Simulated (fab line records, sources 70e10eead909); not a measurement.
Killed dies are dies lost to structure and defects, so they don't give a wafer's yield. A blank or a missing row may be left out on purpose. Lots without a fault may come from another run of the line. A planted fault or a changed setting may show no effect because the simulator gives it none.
Tool commonality check | flow nand_harc | 3 lots, 9 wafers sampled

WHY IT WAS OPENED
At NHARC_END_SORT_01 the reading killed_at_array is flagged on 3 of 3 lots. Wafers without a fault read 56, standard deviation 20.
Rule: a lot is flagged when every wafer of it that has a number lies more than 4 standard deviations from that mean, or none has a number. The other lots count as sound.

lot  | measured     | on        | killed_at_array, wafer by wafer | flag
L911 | day 26 19:40 | prober-01 | 671 671 675                     | FLAGGED
L912 | day 27 01:59 | prober-02 | 672 670 672                     | FLAGGED
L913 | day 27 09:34 | prober-01 | 676 669 673                     | FLAGGED
The numbers of the flagged lots are 672 on average: +616 against the usual, or +31 standard deviations.

WHICH TOOL RAN EACH LOT
The record holds 4 process steps before the reading, out of a route of 1302 steps. In each cell: the tool, then ch and the chambers that the sampled wafers went through, then the start.
lot  | flag    | NHARC_A_CONTACT_ETCH_118             | NHARC_A_CONTACT_ETCH_121             | NHARC_A_CONTACT_ETCH_122             | NHARC_A_CONTACT_ETCH_123
L911 | FLAGGED | har_cap_etch-02 ch 0, day 23 19:04   | har_cap_etch-02 ch 0, day 23 19:35   | har_cap_etch-02 ch 0, day 23 19:46   | har_cap_etch-02 ch 0, day 23 19:59
L912 | FLAGGED | har_cap_etch-02 ch 0,1, day 24 04:45 | har_cap_etch-02 ch 0,1, day 24 05:16 | har_cap_etch-02 ch 0,1, day 24 05:26 | har_cap_etch-02 ch 0,1, day 24 05:39
L913 | FLAGGED | har_cap_etch-03 ch 0,1, day 24 06:14 | har_cap_etch-03 ch 0,1, day 24 06:45 | har_cap_etch-03 ch 0,1, day 24 06:55 | har_cap_etch-03 ch 0,1, day 24 07:13
What these steps do:
- NHARC_A_CONTACT_ETCH_118: etches the open film in C4F8/O2/Ar, time 190 s, target depth 1850 nm.
- NHARC_A_CONTACT_ETCH_121: etches the open film in C4F8/O2/Ar, time 190 s, target depth 1850 nm.
- NHARC_A_CONTACT_ETCH_122: etches the open film in C4F8/O2/Ar, time 190 s, target depth 1850 nm.
- NHARC_A_CONTACT_ETCH_123: etches the open film in C4F8/O2/Ar, time 490 s, target depth 2110 nm.
- NHARC_END_SORT_01

FLAGGED OVER TOTAL, TOOL BY TOOL (the gauges that took the reading come last)
step                     | tool            | lots run | flagged | share of the flagged lots | sound lots run after its first flagged lot
NHARC_A_CONTACT_ETCH_118 | har_cap_etch-02 | 2        | 2       | some                      | 0
NHARC_A_CONTACT_ETCH_118 | har_cap_etch-03 | 1        | 1       | some                      | 0
NHARC_A_CONTACT_ETCH_121 | har_cap_etch-02 | 2        | 2       | some                      | 0
NHARC_A_CONTACT_ETCH_121 | har_cap_etch-03 | 1        | 1       | some                      | 0
NHARC_A_CONTACT_ETCH_122 | har_cap_etch-02 | 2        | 2       | some                      | 0
NHARC_A_CONTACT_ETCH_122 | har_cap_etch-03 | 1        | 1       | some                      | 0
NHARC_A_CONTACT_ETCH_123 | har_cap_etch-02 | 2        | 2       | some                      | 0
NHARC_A_CONTACT_ETCH_123 | har_cap_etch-03 | 1        | 1       | some                      | 0
NHARC_END_SORT_01        | prober-01       | 2        | 2       | some                      | 0
NHARC_END_SORT_01        | prober-02       | 1        | 1       | some                      | 0

WHAT THE TABLE ALLOWS
No row of the table ran every flagged lot.

WHAT THE SIMULATOR HAD PUT IN
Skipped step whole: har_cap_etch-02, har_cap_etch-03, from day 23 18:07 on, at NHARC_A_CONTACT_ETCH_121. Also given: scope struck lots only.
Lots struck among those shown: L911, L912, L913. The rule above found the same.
